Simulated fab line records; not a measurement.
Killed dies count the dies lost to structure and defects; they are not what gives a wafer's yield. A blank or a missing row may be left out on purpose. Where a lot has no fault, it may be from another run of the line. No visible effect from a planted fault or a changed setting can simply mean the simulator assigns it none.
fab line records | flow nand-harc
record lots=11 wafers=33 last-day=26
route steps=1159 shown P_GATE@146 END@1159
lots that met no fault: taken from a fault-free run of the same line
start-h: the number of hours between the record's first day and the start of the first shown wafer of the lot | wait-h: hours from the lot's prior step to this one | " as in the row above | L1.1+2: several wafers, shown together as one row | - value missing, or start not given | * or withheld: withheld | < > ~ a bound
route shown NAME@n: NAME is a module with steps in the file, n the number in the route of the first one | usual: the fault-free wafers' mean and standard deviation | same: alike in all rows | chamber/n: place in a boat | sites: readings site by site | _std_site: their standard deviation | _edge_site: the outer-site mean with the inner-site mean subtracted | radius-mm: for every site, how far away it sits from the centre of the wafer | mask NAME#n: copy n | behind: the tool/chamber that last shaped the wafer | hold: why the lot went on hold/how many hours it stayed there/how the hold came to an end | device: names the non-switching transistor (n, p or np) | end of line: the same wafers' tests at the end of the route | a step given without rows: its recipe and nothing more | killed: the dies lost at the first sort to structure and to defects; this is not the yield of the wafer | map: shows each die of a wafer: x if killed, . if not, _ if none is there
set.NAME: setting as actually run; set.NAME@STEP: the setting as run at that earlier step | model.NAME: the simulator's own value behind a step, which no gauge read
route steps across a sampled set of lots; one table per step, one row per wafer
services: the hour from which a tool's chamber was out of use, counted from the record's first day as start-h (under 0 if before that day), plus the number of hours and why
## steps
# step NHARC_P_GATE_HM_OPEN_105
# recipe target-depth-a=3600 o2-flow-sccm=400 cos-flow-sccm=20 ar-flow-sccm=0 rf-w=500 bias-w=300 chemistry=O2/COS
# usual drypump-motor-current-A=5.8/0.55 oes-product-au=1.001/0.0094 rf-vpp-V=467.0/2 showerhead-plenum-p-Torr=3.11/0.095 throttle-valve-pct=28.329/0.0093
# columns lot.wafer tool chamber start-h wait-h drypump-motor-current-A oes-product-au rf-hours-counter-h rf-vpp-V showerhead-plenum-p-Torr throttle-valve-pct
L438.3 rie-diel-12 2 - - 5.6 1.000 21 465.0 3.02 28.332
L438.4 " 0 " " 6.7 0.991 16 466.9 3.11 28.338
L438.5 " 2 " " 5.7 0.994 - 464.1 3.02 28.330
L441.1 rie-diel-12 0 - - 6.7 1.004 21 467.1 3.11 28.322
L441.2 " 1 " " 5.4 1.006 26 467.7 3.22 28.315
L441.5 " 1 " " 5.3 1.002 - 469.9 3.22 28.343
L442.4 rie-diel-12 0 - - 6.7 0.980 25 467.8 3.11 28.317
L442.1 " 1 " " 5.4 1.010 31 467.9 3.22 28.339
L442.2 " 3 " " 5.9 0.987 26 467.1 3.06 28.346
L443.2 rie-diel-12 0 - - 6.7 0.992 29 466.9 3.11 28.328
L443.4 " 1 " " 5.4 1.015 35 468.4 3.21 28.338
L443.5 " 0 " " 6.7 1.006 - 466.2 3.11 28.345
L451.2 rie-diel-01 0 - - 5.7 0.990 4 465.9 3.11 28.329
L451.4 " 2 " " 5.1 1.003 5 466.7 3.04 28.312
L451.6 " 0 " " 5.7 0.990 - 467.0 3.11 28.323
L454.2 rie-diel-12 0 - - 6.7 0.992 52 466.6 3.09 28.320
L454.6 " 1 " " 5.4 1.005 - 469.6 3.20 28.320
L454.5 " 0 " " 6.7 0.996 - 467.8 3.09 28.311
L455.3 rie-diel-01 2 - - 5.1 1.008 10 464.8 3.04 28.331
L455.2 " 0 " " 5.6 0.994 10 467.3 3.11 28.314
L455.6 " 1 " " 5.4 0.997 - 470.5 3.27 28.332
L456.4 rie-diel-01 3 - - 6.2 0.999 11 466.8 3.05 28.333
L456.3 " 0 " " 5.7 0.984 10 466.9 3.11 28.331
L456.1 " 1 " " 5.4 1.005 11 470.8 3.27 28.345
L457.1 rie-diel-01 0 - - 5.7 1.008 14 467.6 3.11 28.326
L457.2 " 2 " " 5.1 1.009 14 465.3 3.04 28.337
L457.5 " 1 " " 5.4 1.014 - 469.0 3.26 28.319
L458.2 rie-diel-01 2 - - 5.1 1.018 15 466.5 3.04 28.325
L458.1 " 0 " " 5.7 0.999 14 466.3 3.11 28.337
L458.3 " 1 " " 5.4 1.019 14 470.2 3.26 28.325
L461.4 rie-diel-01 1 - - 5.4 1.004 18 470.0 3.26 28.324
L461.2 " 3 " " 6.2 0.996 18 465.6 3.04 28.314
L461.6 " 2 " " 5.1 1.001 - 465.5 3.04 28.337
# step NHARC_P_GATE_ETCH_114
# recipe target-depth-a=300 overetch-a=30 time-s=16.5 ion-energy-ev=100 cf4-flow-sccm=80 o2-flow-sccm=20 ar-flow-sccm=0 rf-w=300 bias-w=100 chemistry=CF4/O2
# usual drypump-motor-current-A=5.8/0.52 oes-product-au=1.001/0.0091 rf-vpp-V=197.7/1.1 showerhead-plenum-p-Torr=1.33/0.042 throttle-valve-pct=13.397/0.0086
# columns lot.wafer tool chamber start-h wait-h drypump-motor-current-A oes-product-au rf-hours-counter-h rf-vpp-V showerhead-plenum-p-Torr throttle-valve-pct
L438.4 rie-diel-12 3 - - 5.9 0.998 20 196.4 1.31 13.384
L438.3 " 0 " " 6.7 0.991 16 198.2 1.33 13.399
L438.5 " 2 " " 5.6 0.991 - 197.3 1.29 13.401
L441.2 rie-diel-12 0 - - 6.7 0.989 21 199.3 1.33 13.402
L441.1 " 1 " " 5.3 1.007 26 197.3 1.38 13.387
L441.5 " 1 " " 5.4 1.010 - 197.8 1.38 13.392
L442.1 rie-diel-12 0 - - 6.6 0.992 26 196.8 1.33 13.411
L442.2 " 1 " " 5.3 1.008 31 200.1 1.38 13.391
L442.4 " 2 " " 5.6 1.002 28 196.4 1.29 13.401
L443.2 rie-diel-12 1 - - 5.3 1.009 35 199.2 1.38 13.409
L443.4 " 2 " " 5.6 1.013 32 195.8 1.29 13.378
L443.5 " 1 " " 5.3 1.008 - 197.3 1.38 13.406
L451.2 rie-diel-01 3 - - 6.2 1.004 5 196.3 1.30 13.399
L451.4 " 0 " " 5.6 0.991 5 198.2 1.33 13.390
L451.6 " 3 " " 6.2 0.988 - 196.8 1.30 13.388
L454.2 rie-diel-12 1 - - 5.3 1.007 58 198.2 1.37 13.395
L454.6 " 1 " " 5.4 1.008 - 197.5 1.37 13.379
L454.5 " 2 " " 5.6 1.000 - 197.4 1.28 13.395
L455.3 rie-diel-01 0 - - 5.6 1.000 10 198.7 1.33 13.406
L455.2 " 1 " " 5.4 1.016 11 199.3 1.40 13.391
L455.6 " 3 " " 6.2 0.993 - 195.5 1.30 13.390
L456.1 rie-diel-01 0 - - 5.6 1.003 11 198.7 1.33 13.378
L456.3 " 1 " " 5.4 1.020 12 198.5 1.40 13.405
L456.4 " 3 " " 6.2 1.010 11 197.5 1.30 13.405
L457.2 rie-diel-01 2 - - 5.1 1.023 15 197.8 1.30 13.391
L457.1 " 0 " " 5.7 0.995 14 197.5 1.33 13.405
L457.5 " 1 " " 5.4 1.011 - 199.5 1.40 13.395
L458.3 rie-diel-01 1 - - 5.4 1.008 15 198.0 1.40 13.387
L458.2 " 2 " " 5.1 1.008 15 196.4 1.30 13.398
L458.1 " 0 " " 5.7 0.997 14 197.5 1.33 13.387
L461.2 rie-diel-01 0 - - 5.7 0.999 19 197.3 1.33 13.395
L461.4 " 1 " " 5.4 1.013 18 198.6 1.40 13.403
L461.6 " 3 " " 6.2 0.993 - 197.0 1.30 13.389
# step NHARC_P_GATE_DESCUM_48
# recipe time-s=3 o2-flow-sccm=200 ar-flow-sccm=0 bias-power-w=0 chemistry=O2
# usual drypump-motor-current-A=5.7/0.51 oes-product-au=1.000/0.0082 rf-vpp-V=57.7/0.91 showerhead-plenum-p-Torr=1.91/0.061 throttle-valve-pct=11.312/0.0092
# columns lot.wafer tool chamber start-h wait-h drypump-motor-current-A oes-product-au rf-hours-counter-h rf-vpp-V showerhead-plenum-p-Torr throttle-valve-pct
L438.4 rie-diel-01 2 102.34 - 5.1 1.015 25 56.8 1.87 11.321
L438.3 " 3 " " 6.2 1.003 26 59.1 1.87 11.311
L438.5 " 0 " " 5.6 0.999 - 58.0 1.91 11.313
L441.2 rie-diel-01 2 112.67 - 5.1 1.009 28 55.9 1.86 11.314
L441.1 " 1 " " 5.4 1.004 27 58.3 2.01 11.318
L441.5 " 3 " " 6.2 1.002 - 56.4 1.87 11.297
L442.2 rie-diel-02 1 122.75 - 6.7 1.016 52 59.5 1.89 11.323
L442.1 " 2 " " 5.4 1.000 49 55.4 1.78 11.310
L442.4 " 3 " " 6.1 1.003 50 57.2 2.01 11.309
L443.4 rie-diel-12 1 137.48 - 5.4 1.000 36 57.6 1.97 11.307
L443.2 " 0 " " 6.6 0.993 30 58.6 1.90 11.325
L443.5 " 2 " " 5.6 1.008 - 56.2 1.84 11.303
L451.2 rie-diel-01 3 176.80 - 6.2 0.995 7 56.8 1.87 11.309
L451.4 " 1 " " 5.4 0.995 7 57.9 2.01 11.314
L451.6 " 0 " " 5.6 0.987 - 57.6 1.91 11.316
L454.2 rie-diel-01 0 206.62 - 5.7 1.004 14 56.8 1.90 11.308
L454.5 " 2 " " 5.1 1.009 - 58.2 1.86 11.316
L454.6 " 1 " " 5.4 1.005 - 57.9 2.01 11.284
L456.3 rie-diel-02 2 210.02 - 5.4 0.993 18 55.8 1.77 11.302
L456.1 " 3 " " 6.1 0.987 19 59.7 2.00 11.319
L456.4 " 0 " " 6.5 0.990 20 59.2 1.87 11.309
L455.3 rie-diel-01 1 210.18 - 5.4 0.997 16 57.6 2.01 11.311
L455.2 " 0 " " 5.7 0.985 15 58.5 1.90 11.318
L455.6 " 1 " " 5.4 1.007 - 57.6 2.01 11.326
L457.2 rie-diel-12 0 218.49 - 6.6 0.994 2 58.7 1.89 11.296
L457.1 " 1 " " 5.4 0.996 2 57.5 1.96 11.324
L457.5 " 0 " " 6.7 0.998 - 58.1 1.89 11.301
L458.3 rie-diel-01 2 218.72 - 5.1 1.002 18 56.6 1.86 11.313
L458.1 " 3 " " 6.2 0.997 17 57.1 1.86 11.321
L458.2 " 0 " " 5.7 0.996 18 57.5 1.90 11.317
L461.4 rie-diel-01 0 236.36 - 5.7 0.996 21 59.1 1.90 11.322
L461.2 " 3 " " 6.2 1.003 20 57.5 1.86 11.310
L461.6 " 1 " " 5.4 1.016 - 56.9 2.00 11.317
# step NHARC_P_GATE_EXPOSE_56
# recipe na=0.6 target-cd-nm=720 dose-mj=14.81 mask-id=P_PSD
# columns lot.wafer tool chamber start-h wait-h mask
L438.3+4+5 krf-scanner-02 0 103.67 - P_PSD#0
L441.1+2+5 krf-scanner-02 0 114.12 - P_PSD_R1#0
L442.1+2+4 krf-scanner-02 0 124.06 - P_PSD#0
L443.2+4+5 krf-scanner-03 0 139.86 - P_PSD#0
L451.2+4+6 krf-scanner-02 0 178.19 - P_PSD#0
L454.2+5+6 krf-scanner-01 0 208.08 - P_PSD#0
L456.1+3+4 krf-scanner-01 0 211.32 - P_PSD#0
L455.2+3+6 krf-scanner-03 0 211.63 - P_PSD#0
L457.1+2+5 krf-scanner-02 0 219.93 - P_PSD#0
L458.1+2+3 krf-scanner-01 0 220.18 - P_PSD#0
L461.2+4+6 krf-scanner-02 0 237.81 - P_PSD#0
# step NHARC_P_GATE_CD_MEAS_59
# recipe target-cd-nm=720 landing-energy-ev=500
# usual cd-nm=719.5/1.9
# same landing-energy-ev=500
# columns lot.wafer tool chamber start-h wait-h cd-nm
L438.3 cd-sem-02 0 103.82 - 722.0
L438.4 " 0 " " 721.4
L438.5 " 0 " " 717.0
L441.1 cd-sem-03 0 114.28 - 693.9
L441.2 " 0 " " 693.3
L441.5 " 0 " " 696.3
L442.1 cd-sem-01 0 124.22 - 722.1
L442.2 " 0 " " 718.9
L442.4 " 0 " " 719.6
L443.2 cd-sem-02 0 140.02 - 718.4
L443.4 " 0 " " 722.1
L443.5 " 0 " " 718.6
L451.2 cd-sem-02 0 178.35 - 721.5
L451.4 " 0 " " 718.7
L451.6 " 0 " " 719.9
L454.2 cd-sem-02 0 208.23 - 720.6
L454.5 " 0 " " 719.3
L454.6 " 0 " " 720.4
L456.1 cd-sem-01 0 211.47 - 719.8
L456.3 " 0 " " 717.1
L456.4 " 0 " " 718.1
L455.2 cd-sem-03 0 211.79 - 718.0
L455.3 " 0 " " 720.3
L455.6 " 0 " " 720.9
L457.1 cd-sem-02 0 220.09 - 717.5
L457.2 " 0 " " 719.2
L457.5 " 0 " " 719.7
L458.1 cd-sem-03 0 220.34 - 723.7
L458.2 " 0 " " 722.2
L458.3 " 0 " " 719.2
L461.2 cd-sem-03 0 237.96 - 719.3
L461.4 " 0 " " 720.8
L461.6 " 0 " " 722.1
# step NHARC_END_SORT_01
# recipe temp-c=25
# usual killed-at-array=27/11 killed-at-other=0.6/1 killed-at-periphery=3.0/2.1 killed-dies=31/12 killed-open=3.2/1.7 killed-short=1.7/1.4
# same gross-dies=677
# columns lot.wafer tool chamber start-h wait-h killed-at-array killed-at-other killed-at-periphery killed-dies killed-open killed-short
L455.2 prober-02 0 550.09 2.8 19 1 4 24 2 2
L455.3 prober-02 0 550.90 3.1 19 2 5 26 2 3
L455.6 prober-02 0 553.32 4.0 10 0 10 20 3 1
# killed by level:class
L455.2 A_CHANNEL_HOLE_D1:chamber-film-flake=5 A_STAIRCASE:chamber-film-flake=4 A_CONTACT:chamber-film-flake=3 P_STI:chamber-film-flake=2 P_GATE:chamber-film-flake=2 A_ZERO_WELL:chamber-film-flake=2 A_ONON_D1:geometric-particle:short=1 A_CHANNEL_HOLE_D1:geometric-particle:short=1
L455.3 A_CHANNEL_HOLE_D1:chamber-film-flake=6 A_CONTACT:chamber-film-flake=6 P_STI:chamber-film-flake=3 A_WL_FILL:chamber-film-flake=2 THIN_TSV:chamber-film-flake=2 P_ZERO_WELL:geometric-particle:open=1 A_ONON_D1:geometric-particle:short=1 A_CHANNEL_FILL_D1:geometric-particle:short=1
L455.6 P_STI:chamber-film-flake=4 A_CHANNEL_HOLE_D1:chamber-film-flake=3 A_CONTACT:chamber-film-flake=3 P_M0:geometric-particle:open=2 A_STAIRCASE:chamber-film-flake=2 P_GATE:geometric-particle:open=1 A_CONTACT:geometric-particle:short=1 P_ZERO_WELL:chamber-film-flake=1
## services
# columns tool chamber start-h hours kind
rie-diel-01 0 68.08 - clean
rie-diel-01 1 68.08 - clean
rie-diel-01 2 68.08 - clean
rie-diel-01 3 68.08 - clean
rie-diel-01 1 70.70 4.6 repair
krf-scanner-02 - 79.20 5.6 repair
krf-scanner-01 - 86.40 0.7 repair
krf-scanner-03 - 93.27 0.3 repair
rie-diel-12 3 99.58 4.0 repair
krf-scanner-02 - 106.36 2.0 repair
krf-scanner-03 - 123.71 1.2 repair
krf-scanner-01 - 124.06 0.3 repair
rie-diel-01 - 137.80 9.0 pm
rie-diel-02 - 150.78 9.0 pm
krf-scanner-01 - 165.36 1.4 repair
krf-scanner-03 - 168.00 4.0 pm
rie-diel-12 3 192.43 5.1 repair
rie-diel-12 - 202.62 9.0 pm
rie-diel-01 3 204.20 3.6 repair
krf-scanner-02 - 210.00 4.0 pm
rie-diel-12 - 212.33 1.2 repair
rie-diel-01 1 216.27 6.4 repair
rie-diel-02 0 229.12 7.9 repair
rie-diel-02 1 232.52 7.2 repair
## key
first-sign step=NHARC_P_GATE_EXPOSE_56 reading=mask direction=changed
effect step=NHARC_P_GATE_CD_MEAS_59 reading=cd-nm direction=down sigmas=13 usual=719.5 struck=694.5
met-at NHARC_P_GATE_EXPOSE_56
struck-lots L441
tester-left-out L441
not-acting-at NHARC_P_GATE_HM_OPEN_105,NHARC_P_GATE_ETCH_114,NHARC_P_GATE_DESCUM_48
onset-between 103.67 114.12
fault kind=wrong-mask tool=any chamber=- onset-h=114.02 steps=NHARC_P_GATE_EXPOSE_56 aux-copy=P_PSD_R1#0 cd-offset-nm=-23.886 scope=struck-lots-only
# tester-left-out: of these lots the tester's yield and bins aren't shown, on N5 and GAA mostly nor the transistor test; their killed dies are dies lost to structure and defects alone, not to doping, threshold or leakage, so they don't give the yield
